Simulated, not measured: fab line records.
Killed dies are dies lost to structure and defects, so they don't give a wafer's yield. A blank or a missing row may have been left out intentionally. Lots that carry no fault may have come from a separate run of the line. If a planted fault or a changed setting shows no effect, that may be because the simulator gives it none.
A struck lot beside a sound one    flow n5Finfet    15 out of 1938 route steps
Sound: the wafers L816.1, L816.3, L816.5. Struck: wafers L807.1, L807.2, L807.4. Last of all comes the cause.
At each step with rows: each side's tool, then ch and its chambers, then its first start. Under that, the readings that differ: sound wafers    struck wafers    difference of the means    sigmas: that difference in standard deviations of wafers without a fault.
alike: readings whose means differ by less than 2 such deviations, and words and numbers that are the same on both sides. not compared: withheld readings, readings that some wafer has no value for, bounds like >300 that may hide the same value, and numbers for which the record gives no deviation and whose values overlap.
A row with sigmas, a row that says differs or no value, or rows on one side alone: a step with any of these is where the two part. Non-overlapping numbers with no deviation appear without sigmas and do not part them. A reading that every wafer of one side lacks parts them only if that side has two wafers or more.

first, 3 steps without rows for these wafers: N5_MOL_CONTACT_COAG_ETCH_66 (etches SiARC in CF4, target depth 13 nm, time 21.7 s); N5_MOL_CONTACT_COAG_ALD_133 (deposits SiO2, target thk 5 nm, pulse time 1 s, co reactant pulse time 1 s); N5_MOL_CONTACT_COAG_ETCHBACK_134 (etches SiO2 in CHF3, target depth 10 nm, time 6.7 s).
N5_MOL_CONTACT_COAG_ETCH_67: etches SOC in N2/H2, target depth 60 nm, overetch 21 nm, time 101.2 s.
  sound on rieDiel-02 ch 0,2,3, day 9 15:21; struck on rieDiel-06 ch 0,1,3, day 7 09:23
  alike: drypumpMotorCurrentA, oesProductAu, rfFwdPowerW, rfVppV, showerheadPlenumPTorr, throttleValvePct
  not compared: rfHoursCounterH
then, 2 steps without rows for these wafers: N5_MOL_CONTACT_COAG_STRIP_68 (strips in N2/H2); N5_MOL_CONTACT_COAG_STRIP_69 (strips in N2/H2).
N5_MOL_CONTACT_COAG_ETCHBACK_136: etches SiO2 in CHF3, target depth 25 nm, time 16.7 s.
  sound on rieDiel-02 ch 0,2,3, day 9 15:26; struck on rieDiel-06 ch 0,1,3, day 7 09:29
  alike: drypumpMotorCurrentA, oesProductAu, rfFwdPowerW, rfVppV, showerheadPlenumPTorr, throttleValvePct
  not compared: rfHoursCounterH
then, 1 step without rows for these wafers: N5_MOL_CONTACT_COAG_STRIP_120 (strips in CHF3).
N5_MOL_CONTACT_COAG_VIA_ETCH_117: etches SiO2 in C4F6/O2, target depth 40 nm, overetch 8 nm, time 26 s.
  sound on rieDiel-02 ch 0,2,3, day 9 15:28; struck on rieDiel-06 ch 0,1,3, day 7 09:31
  alike: drypumpMotorCurrentA, oesProductAu, rfFwdPowerW, rfVppV, showerheadPlenumPTorr, throttleValvePct
  not compared: rfHoursCounterH
then, 1 step without rows for these wafers: N5_MOL_CONTACT_COAG_ETCH_124 (etches SiNx in CH3F/O2, stops on SiOC, target depth 6.5 nm).
N5_MOL_CONTACT_COAG_ETCH_48: etches SiOC in C4F6/O2, target depth 15 nm, overetch 4.5 nm, time 17 s.
  sound on rieDiel-02 ch 0,2,3, day 9 15:32; struck on rieDiel-06 ch 0,1,3, day 7 09:35
  alike: drypumpMotorCurrentA, oesProductAu, rfFwdPowerW, rfVppV, showerheadPlenumPTorr, throttleValvePct
  not compared: rfHoursCounterH
N5_MOL_CONTACT_COAG_STRIP_72: strips in N2/H2.
  sound on rieDiel-02 ch 0,2,3, day 9 15:35; struck on rieDiel-06 ch 0,1,3, day 7 09:38
  alike: biasPowerW, chamberPressureMTorr, drypumpMotorCurrentA, oesProductAu, rfVppV, showerheadPlenumPTorr, throttleValvePct
  not compared: rfHoursCounterH
N5_MOL_CONTACT_COAG_STRIP_49: strips in N2/H2, time 30 s.
  sound on plasmaAsher-01 ch 0, day 9 15:40; struck on plasmaAsher-02 ch 0,1, day 7 09:44
  no value came back on the struck wafers for drypumpMotorCurrentA (A), h2FlowSccm (sccm), heaterPowerW (W); on the sound wafers drypumpMotorCurrentA (A) reads 5.4 5.4 5.4
  not compared: rfHoursCounterH
then, 1 step without rows for these wafers: N5_MOL_CONTACT_COAG_PRECLEAN_138 (cleans in alkaline clean, time 60 s).
-- record jumps: 3 days separate the struck wafers' starts on either side; left off in module MOL_CONTACT_COAG, taken up again in module BEOL_M4, whose first shown step is the route's number 1111 --
N5_BEOL_M4_RC_MEAS_101:
  sound on prober-01 ch 0, day 12 06:40; struck on prober-02 ch 0, day 9 23:50
  alike: DIBL_N, DIBL_P, IOFF_N, IOFF_P, ION_N, ION_P, SS_N, SS_P, VT_N, VT_P

== WHERE THEY PART ==
N5_MOL_CONTACT_COAG_STRIP_49 only, going by this record. Later steps at which nothing parts them and some readings are alike: N5_BEOL_M4_RC_MEAS_101.

WHY: whatever the simulator had introduced
At N5_MOL_CONTACT_COAG_STRIP_49, the step was skipped entirely on plasmaAsher-02 from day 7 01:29 on. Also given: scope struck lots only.
